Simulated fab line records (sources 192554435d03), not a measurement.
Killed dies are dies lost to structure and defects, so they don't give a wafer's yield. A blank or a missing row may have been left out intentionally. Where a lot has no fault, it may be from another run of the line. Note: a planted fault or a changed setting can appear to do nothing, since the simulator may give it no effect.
Matching of chambers :: flow n5-finfet :: N5_BEOL_M0_SAQP_SPACER1_ALD_98 on ald-sin-04: 4 sister chambers
The step deposits SiO2, target thk 12.8 nm, pulse time 1 s, purge time 2 s. 14 wafers are shown with their chamber, then 7 later ones without.

WAFERS, EACH WITH ITS CHAMBER
wafer: L079.2
chamber: 0
heater-power-w (W): 541
precursor-pulse-height-rel: 1.000

wafer: L079.4
chamber: 3
heater-power-w (W): 412
precursor-pulse-height-rel: 1.017

wafer: L079.5
chamber: 2
heater-power-w (W): 510
precursor-pulse-height-rel: 0.989

wafer: L082.3
chamber: 1
heater-power-w (W): 389
precursor-pulse-height-rel: 1.008

wafer: L082.4
chamber: 3
heater-power-w (W): 406
precursor-pulse-height-rel: 0.990

wafer: L082.5
chamber: 1
heater-power-w (W): 387
precursor-pulse-height-rel: 0.982

wafer: L090.3
chamber: 3
heater-power-w (W): 372
precursor-pulse-height-rel: 0.997

wafer: L090.5
chamber: 2
heater-power-w (W): 470
precursor-pulse-height-rel: 1.008

wafer: L090.6
chamber: 3
heater-power-w (W): 384
precursor-pulse-height-rel: 1.016

wafer: L091.1
chamber: 0
heater-power-w (W): 528
precursor-pulse-height-rel: 0.975

wafer: L091.4
chamber: 3
heater-power-w (W): 368
precursor-pulse-height-rel: 0.999

wafer: L091.5
chamber: 0
heater-power-w (W): 545
precursor-pulse-height-rel: 0.977

wafer: L093.2
chamber: 3
heater-power-w (W): 378
precursor-pulse-height-rel: 1.039

wafer: L093.3
chamber: 0
heater-power-w (W): 538
precursor-pulse-height-rel: 0.980

SIGNATURES, as means of the wafers listed above
reading: heater-power-w
chamber 0: 538.00
chamber 1: 388.00
chamber 2: 490.00
chamber 3: 386.67
scatter within a chamber: 16.2

reading: precursor-pulse-height-rel
chamber 0: 0.98300
chamber 1: 0.99500
chamber 2: 0.99850
chamber 3: 1.00967
scatter within a chamber: 0.0159
Rule: for a wafer and a chamber, the distance is found by dividing, reading by reading, the gap between the wafer's reading and the chamber's mean by the reading's scatter, squaring, summing and taking the root. The wafer belongs to the nearest chamber; if the next one is less than 2 further off, it can't be placed. The scatter: the root of (the sum of the squares of (reading less its chamber's mean) over the shown wafers, divided by (wafers less chambers)).

WAFERS WHOSE CHAMBER IS MISSING
wafer: L093.4
heater-power-w (W): 388
precursor-pulse-height-rel: 0.994

wafer: L097.1
heater-power-w (W): 493
precursor-pulse-height-rel: 0.989

wafer: L097.3
heater-power-w (W): 544
precursor-pulse-height-rel: 0.965

wafer: L097.5
heater-power-w (W): 493
precursor-pulse-height-rel: 1.000

wafer: L096.1
heater-power-w (W): 490
precursor-pulse-height-rel: 1.024

wafer: L096.5
heater-power-w (W): 386
precursor-pulse-height-rel: 0.996

wafer: L096.6
heater-power-w (W): 541
precursor-pulse-height-rel: 0.961

WHICH CHAMBER EACH WENT THROUGH
wafer: L093.4
from the rows above: can't be placed: 1 or 3
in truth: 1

wafer: L097.1
from the rows above: 2
in truth: 2

wafer: L097.3
from the rows above: 0
in truth: 0

wafer: L097.5
from the rows above: 2
in truth: 2

wafer: L096.1
from the rows above: 2
in truth: 2

wafer: L096.5
from the rows above: can't be placed: 1 or 3
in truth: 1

wafer: L096.6
from the rows above: 0
in truth: 0
5 of 7 placed correctly. These rows do not allow placing 2 (true chamber among the candidates in 2). Wrongly placed: 0.
